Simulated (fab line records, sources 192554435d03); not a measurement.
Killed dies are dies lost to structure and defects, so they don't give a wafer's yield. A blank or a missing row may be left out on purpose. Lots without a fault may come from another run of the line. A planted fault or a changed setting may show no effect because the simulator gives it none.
A struck lot beside a sound one | flow n5_finfet | 14 steps out of a route of 1938
Sound: wafers L962.1, L962.3, L962.6. Struck: wafers L970.2, L970.3, L970.6. The cause comes at the end.
At each step with rows: each side's tool, then ch and its chambers, then its first start. Under that, the readings that differ: sound wafers | struck wafers | difference of the means | sigmas: that difference in standard deviations of wafers without a fault.
alike: readings whose means differ by less than 2 such deviations, and words and numbers that are the same on both sides. not compared: withheld readings, readings that some wafer has no value for, bounds like >300 that may hide the same value, and numbers for which the record gives no deviation and whose values overlap.
The two part at a step that has a row with sigmas, a row that says differs or no value, or rows on one side only. Numbers that don't overlap but have no deviation are shown without sigmas and don't part them. A reading that every wafer of one side lacks parts them only if that side has two wafers or more.

N5_BEOL_M11_ETCH_61: etches SiARC in CF4, target depth 39 nm, time 65 s.
  sound on rie_diel-06 ch 0,1,3, day 12 00:18; struck on rie_diel-05 ch 0,1,2, day 14 10:43
  alike: cf4_flow_sccm, drypump_motor_current_A, etch_rf_on_time_s, oes_product_au, rf_fwd_power_W, rf_vpp_V, showerhead_plenum_p_Torr, throttle_valve_pct
  not compared: rf_hours_counter_h
N5_BEOL_M11_ETCH_62: etches SOC in N2/H2, target depth 110 nm, overetch 22 nm, time 165 s.
  sound on rie_diel-06 ch 0,1,3, day 12 00:21; struck on rie_diel-05 ch 0,1,2, day 14 10:46
  alike: drypump_motor_current_A, oes_product_au, rf_fwd_power_W, rf_vpp_V, showerhead_plenum_p_Torr, throttle_valve_pct
  not compared: rf_hours_counter_h
then, 1 step without rows for these wafers: N5_BEOL_M11_STRIP_68 (strips in N2/H2).
N5_BEOL_M11_STRIP_67: strips in CF4.
  sound on rie_diel-06 ch 0,1,3, day 12 00:29; struck on rie_diel-05 ch 0,1,2, day 14 10:55
  alike: cf4_flow_sccm, drypump_motor_current_A, oes_product_au, power_w, rf_vpp_V, showerhead_plenum_p_Torr, throttle_valve_pct
  not compared: rf_hours_counter_h
N5_BEOL_M11_HM_OPEN_17: chemistry Cl2/BCl3, target TiN, target depth 20 nm, overetch 6 nm.
  sound on rie_metal-02 ch 0,1, day 12 00:32; struck on rie_metal-01 ch 0, day 14 10:57
  alike: drypump_motor_current_A, mfc_cl2_sccm, oes_product_au, rf_fwd_power_W, throttle_valve_pct
  not compared: rf_hours_counter_h
N5_BEOL_M11_STRIP_19: strips in O2.
  sound on rie_diel-06 ch 0,2, day 12 00:46; struck on rie_diel-02 ch 1,3, day 14 11:04
  alike: drypump_motor_current_A, oes_product_au, rf_vpp_V, showerhead_plenum_p_Torr, throttle_valve_pct
  not compared: rf_hours_counter_h
N5_BEOL_M11_CD_MEAS_18: pitch 140 nm, target cd 70 nm.
  sound on cd_sem-03, day 12 00:50; struck on cd_sem-02, day 14 11:08
  alike: cd_nm
then, 5 steps without rows for these wafers: N5_BEOL_M11_COAT_63 (time 60 s, resist thk 100 nm); N5_BEOL_M11_COAT_64 (time 60 s, resist thk 30 nm); N5_BEOL_M11_COAT_22 (resist thk 90 nm); N5_BEOL_M11_EBR_24; N5_BEOL_M11_SOFTBAKE_23 (time 60 s).
N5_BEOL_M11_EXPOSE_25: exposes mask V10.
  sound on arfi_scanner-01 ch 0, day 12 03:26; struck on arfi_scanner-02, day 14 14:04
  no value came back on the struck wafers for exposure_dose_mJ_cm2, focus_offset_nm (nm), sigma_inner; on the sound wafers exposure_dose_mJ_cm2 reads 85.32 85.49 85.58
  alike: mask
then, 1 step without rows for these wafers: N5_BEOL_M11_PEB_26 (peb time 60 s).

WHERE THEY PART
Only at N5_BEOL_M11_EXPOSE_25, within this record.

WHY: what the simulator had put in
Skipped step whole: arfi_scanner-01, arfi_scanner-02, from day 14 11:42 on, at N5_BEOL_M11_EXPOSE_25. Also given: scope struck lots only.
